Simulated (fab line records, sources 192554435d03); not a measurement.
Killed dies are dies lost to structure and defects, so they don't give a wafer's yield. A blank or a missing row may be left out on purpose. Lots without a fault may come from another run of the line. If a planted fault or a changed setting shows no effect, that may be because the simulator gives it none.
3 desks looking at one fault ; flow n5 finfet ; each desk holds nothing but its own numbers, with what lay behind them at the end

== THE TOOL OWNER'S DESK: rie diel-05 ==
The tool's own readings at N5_BEOL_M11_DESCUM_16 (chemistry O2, time 7.9 s): means of the sampled wafers that have a number, for each lot that ran on this tool. Marked OUT: a lot whose mean sits more than 4 standard deviations from the usual mean, which makes it out of limits; the brackets give that distance.
Columns: A = bias power w at N5_BEOL_M11_DESCUM_16, usual 20.00 W; B = drypump motor current A at N5_BEOL_M11_DESCUM_16, usual 5.8 A; C = oes product au at N5_BEOL_M11_DESCUM_16, usual 0.81 a.u.; D = rf vpp V at N5_BEOL_M11_DESCUM_16, usual 243.0 V; E = showerhead plenum p Torr at N5_BEOL_M11_DESCUM_16, usual 2.06 Torr; F = throttle valve pct at N5_BEOL_M11_DESCUM_16, usual 20.29 %
lot;first seen here;A;B;C;D;E;F
L742;day 13 16:40;19.99;5.5;0.83;243.9;2.10;20.13
L746;day 14 19:30;20.00;5.6;0.84;243.9;2.10;20.18
This desk found nothing out of limits on any of the 2 lots.

== THE DEFECT DESK ==
For each lot, the counts of the inspections along the route, averaged over the sampled wafers that have a number. Marked OUT: a lot whose mean sits more than 4 standard deviations from the usual mean, which makes it out of limits; the brackets give that distance.
Columns: A = raw defect count at N5_BEOL_M11_INSPECT_13, usual 456
lot;first seen here;A
L738;day 13 13:19;441
L742;day 13 16:37;510
L743;day 14 14:01;352
L746;day 14 19:27;662
L749;day 15 23:29;361
This desk found nothing out of limits on any of the 5 lots.

== FROM THE METROLOGY DESK ==
What the gauges read for every lot (on any tool): the sampled wafers with a number, averaged. Marked OUT: a lot whose mean sits more than 4 standard deviations from the usual mean, which makes it out of limits; the brackets give that distance.
Columns: A = cd nm at N5_BEOL_M11_CD_MEAS_11, usual 64.5 nm; B = M11_OVL at N5_BEOL_M11_OVL_MEAS_12, usual 0.4 nm
lot;first seen here;A;B
L738;day 13 13:16;63.4;0.8
L742;day 13 16:34;64.1;-0.2
L743;day 14 13:58;62.9;-0.2
L746;day 14 19:24;64.9;1.2
L749;day 15 23:26;64.7;0.8
This desk found nothing out of limits on any of the 5 lots.

== ALL TOGETHER ==
The tool owner's desk saw nothing out of limits.
Nothing out of limits was seen by the defect desk.
Nothing out of limits was seen by the metrology desk.

== WHAT THE SIMULATOR HAD PUT IN ==
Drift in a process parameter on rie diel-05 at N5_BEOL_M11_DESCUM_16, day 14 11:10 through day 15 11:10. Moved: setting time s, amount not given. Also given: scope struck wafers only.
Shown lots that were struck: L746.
